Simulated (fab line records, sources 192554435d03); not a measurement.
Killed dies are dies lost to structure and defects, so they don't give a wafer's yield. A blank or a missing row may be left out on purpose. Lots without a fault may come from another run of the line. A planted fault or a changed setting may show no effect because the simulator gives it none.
Split-lot experiment | flow n5_finfet | 7 lots, 21 wafers read, on a route of 1938 steps

THE SPLIT
At N5_DUMMY_GATE_COAT_28 (time 60 s, resist thk 10 nm), the setting spin_rpm was moved away from the recipe's 1500 rpm on 6 of the 21 wafers read, by -10.1% to +7.3%. The other wafers ran this setting at the recipe's value.

The reading is taken at the split's own step.

THE READING
underlayer_of_DUMMY_GATE_COAT_28.thk_nm (the simulator's own value, which no gauge read), in nm, at N5_DUMMY_GATE_COAT_28 (time 60 s, resist thk 10 nm). The file gives no usual value for it.

wafer  | tool, chamber at the split | spin_rpm as run, rpm | against the recipe | underlayer_of_DUMMY_GATE_COAT_28.thk_nm, nm | against lot-mates on the recipe
L076.1 | litho_track-05, 0          | 1500                 | recipe             | 10                                          | -
L076.6 | litho_track-05, 0          | 1500                 | recipe             | 10                                          | -
L076.3 | litho_track-05, 0          | 1583                 | +5.5%              | 9.8                                         | -0.2
L079.2 | litho_track-05, 0          | 1349                 | -10.1%             | 10.6                                        | +0.6
L079.3 | litho_track-05, 0          | 1349                 | -10.1%             | 10.6                                        | +0.6
L079.5 | litho_track-05, 0          | 1500                 | recipe             | 10                                          | -
L080.2 | litho_track-04, 0          | 1500                 | recipe             | 10                                          | -
L080.4 | litho_track-04, 0          | 1500                 | recipe             | 10                                          | -
L080.6 | litho_track-04, 0          | 1500                 | recipe             | 10                                          | -
L084.3 | litho_track-04, 0          | 1500                 | recipe             | 10                                          | -
L084.6 | litho_track-04, 0          | 1500                 | recipe             | 10                                          | -
L084.4 | litho_track-04, 0          | 1609                 | +7.3%              | 9.6                                         | -0.4
L088.2 | litho_track-04, 0          | 1425                 | -5.0%              | 10.2                                        | +0.2
L088.4 | litho_track-04, 0          | 1500                 | recipe             | 10                                          | -
L088.6 | litho_track-04, 0          | 1425                 | -5.0%              | 10.4                                        | +0.4
L094.1 | litho_track-05, 0          | 1500                 | recipe             | 10                                          | -
L094.3 | litho_track-05, 0          | 1500                 | recipe             | 10                                          | -
L094.5 | litho_track-05, 0          | 1500                 | recipe             | 10                                          | -
L097.1 | litho_track-02, 0          | 1500                 | recipe             | 10                                          | -
L097.2 | litho_track-02, 0          | 1500                 | recipe             | 10                                          | -
L097.6 | litho_track-02, 0          | 1500                 | recipe             | 10                                          | -

THE FIT
A straight line over all 21 wafers: underlayer_of_DUMMY_GATE_COAT_28.thk_nm changes by -0.0563 nm for each +1% of spin_rpm; r = -0.98; the points scatter about the line by 0.042 nm.
The same after taking each lot's own level away (the mean of its wafers on the recipe; 21 wafers): -0.0563 nm for each +1%; r = -0.98; scatter 0.042 nm.
On that fit, the largest move of spin_rpm shifts the reading by 0.57 nm.
The lots' own levels span 10.00 to 10.00 nm.
So the lot-to-lot level changes the slope little: the two slopes agree.
Check: with one of the wafers moved furthest among these (-10.1%) left out of the fit, the line predicts +0.567 nm for it against its lot-mates. It came out at +0.6 nm against them.

OTHER SPLITS ON THESE WAFERS
These wafers also went through other splits before the reading. Each is held against what the fit with the lots' levels taken away leaves over:
other split on the same wafers            | wafers away from the commonest value | r with underlayer_of_DUMMY_GATE_COAT_28.thk_nm (lot level and that fit taken away)
N5_WELL_APT_EXPOSE_05 dose_mj             | 6                                    | -0.01
N5_WELL_APT_DEVELOP_07 develop_time_s     | 6                                    | +0.15
N5_PMOS_HMC_CHANNEL_EPI_PEB_07 peb_temp_c | 4                                    | +0.39
N5_DUMMY_GATE_PECVD_30 time_s             | 7                                    | +0.00

THE FILE'S OWN FIT
underlayer_of_DUMMY_GATE_COAT_28.thk_nm changes by -0.0551 nm for each +1% of spin_rpm, r = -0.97.
